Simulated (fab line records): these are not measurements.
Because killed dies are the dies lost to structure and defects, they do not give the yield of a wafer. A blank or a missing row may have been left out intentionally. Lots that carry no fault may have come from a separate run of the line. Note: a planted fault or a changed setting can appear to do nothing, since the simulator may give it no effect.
8D (eight disciplines) problem report, filled in by code ; flow n5_finfet ; the parts of the form that need people (team, actions taken, sign-off) are left out

1. WHAT WENT WRONG
Wafers without a fault read 63.24, standard deviation 0.066; exposure_dose_mJ_cm2 at N5_FIN_SAQP_EXPOSE_13 reads a mean of 64.42 on 6 wafers belonging to 2 lots. Relative to the usual mean, that is a shift of +18 standard deviations.
The step: exposes mask FIN CORE, target cd 35.6 nm.
First observed at day 6 03:54: wafer L935.1, on arfi_scanner-02. At this step, 29 wafers from 10 lots have a number in the record. Rule for "out", or "out of limits": more than 4 standard deviations from the usual mean. The other wafers with a number count as sound.

2. WHAT IT IS, WHAT IT ISN'T
question;is;is not
which readings at this step;exposure_dose_mJ_cm2;-
which lots;L935, L937;L918, L921, L922, L925, L927, L934, L939, L941
which wafers of those lots;all that have a number;-
read on which tools;arfi_scanner-02;arfi_scanner-01, arfi_scanner-03
when;from day 6 03:54;"up to then (17 sound wafers); but 6 sound wafers of L939, L941 came after"

3. THE SUSPECTS, EACH WITH WHAT RULES IT OUT
Counting: a tool stays on the suspect list if, at a process step up to the reading, it processed all lots that are out and no sound lot following the first of them.
- rie_si-03 at N5_PMOS_HMC_CHANNEL_EPI_FIN_RECESS_16 (chemistry HBr/Cl2, target Si, target depth 54 nm, time 18 s): ruled out as a lasting fault. Sound lots L941 ran on it after its first lot that is out, L935 (day 6 00:25).
- arfi_scanner-02 at N5_FIN_SAQP_EXPOSE_13 (exposes mask FIN CORE, target cd 35.6 nm): kept. It processed each lot that is out, first L935 at day 6 03:54, and no sound lot thereafter; up to then, the last sound lot it processed was L927 at day 4 03:43. Its own exposure_dose_mJ_cm2 readings are out on those wafers.
After counting, what remains is arfi_scanner-02 at N5_FIN_SAQP_EXPOSE_13.

4. THE CAUSE (what the simulator had put in)
Drift in process parameters on arfi_scanner-02 at N5_FIN_SAQP_EXPOSE_13, starting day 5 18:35. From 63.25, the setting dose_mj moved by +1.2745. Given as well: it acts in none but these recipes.
Only this tool survived the counting.

5. SEQUENCE OF EFFECTS, ordered by route
Each row: a reading where the mean over the struck wafers with a number is more than 3 standard deviations away from the usual. Scope: only readings with a usual standard deviation given in the record; hours: median across lots of the time from each lot's start at the first step in this table that gives one to its start at this step; sigmas: change in usual standard deviations.
hours;step;reading;usual;on struck wafers;change;sigmas
0;N5_FIN_SAQP_EXPOSE_13;exposure_dose_mJ_cm2;63.24;64.42;+1.18;+18
Here are the process steps it includes:
- N5_FIN_SAQP_EXPOSE_13: exposes mask FIN CORE, target cd 35.6 nm.
Later measuring or inspecting steps at which every struck wafer that the step has a row for has a number for every such reading, and none has moved that far: N5_BEOL_M4_RC_MEAS_101.

6. WHAT WOULD HAVE CAUGHT IT SOONER
The fault began at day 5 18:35; the first out-of-limits reading in this record came at day 6 03:54, 9 hours later.
